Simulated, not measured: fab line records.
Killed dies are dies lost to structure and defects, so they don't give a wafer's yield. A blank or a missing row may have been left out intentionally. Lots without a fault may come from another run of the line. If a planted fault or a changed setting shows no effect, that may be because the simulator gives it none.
Split-lot experiment -- flow n5_finfet -- 39 wafers read from 7 lots, route of 1938 steps

ON THE SPLIT
At N5_DUMMY_GATE_ETCH_32 (etches SiO2 in CF4, target depth 3.5 nm, time 3.9 s), the setting time_s was moved away from the recipe's 3.9 s on 15 of the 39 wafers read, by -23.8% to +16.8%. All remaining wafers had this setting at the recipe value.

The reading is taken at the split's own step.

THE READING
etch.depth_nm (the simulator's own value, which no gauge read), in nm, at N5_DUMMY_GATE_ETCH_32 (etches SiO2 in CF4, target depth 3.5 nm, time 3.9 s). No usual value for it is given in the file. Here, 24 wafers ran the recipe; their average is 3.469 nm with a standard deviation of 0.054 nm.

wafer,"tool, chamber at the split","time_s as run, s",against the recipe,"etch.depth_nm, nm",against lot-mates on the recipe
L076.1,"rie_si-02, 2",3.9,recipe,3.39,-
L076.2,"rie_si-02, 3",3.9,recipe,3.493,-
L076.3,"rie_si-02, 1",4.556,+16.8%,3.988,+0.560
L076.4,"rie_si-02, 0",4.556,+16.8%,4.112,+0.684
L076.5,"rie_si-02, 3",4.556,+16.8%,4.096,+0.668
L076.6,"rie_si-02, 2",3.9,recipe,3.4,-
L078.1,"rie_si-03, 2",3.9,recipe,3.58,-
L078.2,"rie_si-03, 0",4.529,+16.1%,4.017,+0.470
L078.3,"rie_si-03, 1",3.9,recipe,3.574,-
L078.4,"rie_si-03, 3",4.529,+16.1%,3.969,+0.422
L078.5,"rie_si-03, 0",3.9,recipe,3.488,-
L078.6,"rie_si-03, 1",4.529,+16.1%,4.148,+0.601
L079.3,"rie_si-05, 1",3.9,recipe,3.516,-
L079.4,"rie_si-05, 0",3.9,recipe,3.463,-
L079.5,"rie_si-05, 3",3.9,recipe,3.469,-
L082.1,"rie_si-03, 0",3.9,recipe,3.421,-
L082.2,"rie_si-03, 1",2.973,-23.8%,2.676,-0.791
L082.3,"rie_si-03, 3",2.973,-23.8%,2.588,-0.879
L082.4,"rie_si-03, 2",2.973,-23.8%,2.687,-0.780
L082.5,"rie_si-03, 0",3.9,recipe,3.44,-
L082.6,"rie_si-03, 1",3.9,recipe,3.541,-
L083.1,"rie_si-02, 2",3.64,-6.7%,3.196,-0.227
L083.2,"rie_si-02, 1",3.64,-6.7%,3.194,-0.229
L083.3,"rie_si-02, 3",3.64,-6.7%,3.261,-0.162
L083.4,"rie_si-02, 1",3.9,recipe,3.386,-
L083.5,"rie_si-02, 2",3.9,recipe,3.389,-
L083.6,"rie_si-02, 3",3.9,recipe,3.493,-
L084.1,"rie_si-03, 3",3.9,recipe,3.398,-
L084.2,"rie_si-03, 1",3.9,recipe,3.532,-
L084.3,"rie_si-03, 2",3.205,-17.8%,2.93,-0.535
L084.4,"rie_si-03, 0",3.9,recipe,3.465,-
L084.5,"rie_si-03, 3",3.205,-17.8%,2.805,-0.660
L084.6,"rie_si-03, 0",3.205,-17.8%,2.866,-0.599
L090.1,"rie_si-05, 2",3.9,recipe,3.488,-
L090.2,"rie_si-05, 1",3.9,recipe,3.459,-
L090.3,"rie_si-05, 3",3.9,recipe,3.464,-
L090.4,"rie_si-05, 0",3.9,recipe,3.45,-
L090.5,"rie_si-05, 0",3.9,recipe,3.498,-
L090.6,"rie_si-05, 3",3.9,recipe,3.455,-

THE FIT
A straight line over all 39 wafers: etch.depth_nm changes by +0.0348 nm for each +1% of time_s; r = +0.99; the points scatter about the line by 0.056 nm.
The same after taking each lot's own level away (the mean of its wafers on the recipe; 39 wafers): +0.0342 nm for each +1%; r = +0.99; scatter 0.053 nm.
That fit puts the effect of the largest move of time_s on the reading at 0.81 nm.
The lots' own levels span 3.4227 to 3.5473 nm, that is 2.3 times the standard deviation above.
Consequently the slope shifts little with the lot-to-lot level, the two slopes agreeing.
Check: -0.812 nm against its lot-mates is what the line predicts for one of the wafers moved furthest among these (-23.8%) when that wafer is left out of the fit. It came out at -0.791 nm against them.

OTHER SPLITS ON THESE WAFERS
Other splits were also applied to these wafers ahead of the reading. Each is held against what the fit with the lots' levels taken away leaves over:
other split on the same wafers,wafers away from the commonest value,r with etch.depth_nm (lot level and that fit taken away)
N5_FIN_CUT_CUT_ETCH_26 time_s,15,-0.24
N5_DUMMY_GATE_HM_DEP_06 target_thk_a,24,+0.12

THE FILE'S OWN FIT
etch.depth_nm changes by +0.0341 nm for each +1% of time_s, r = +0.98.
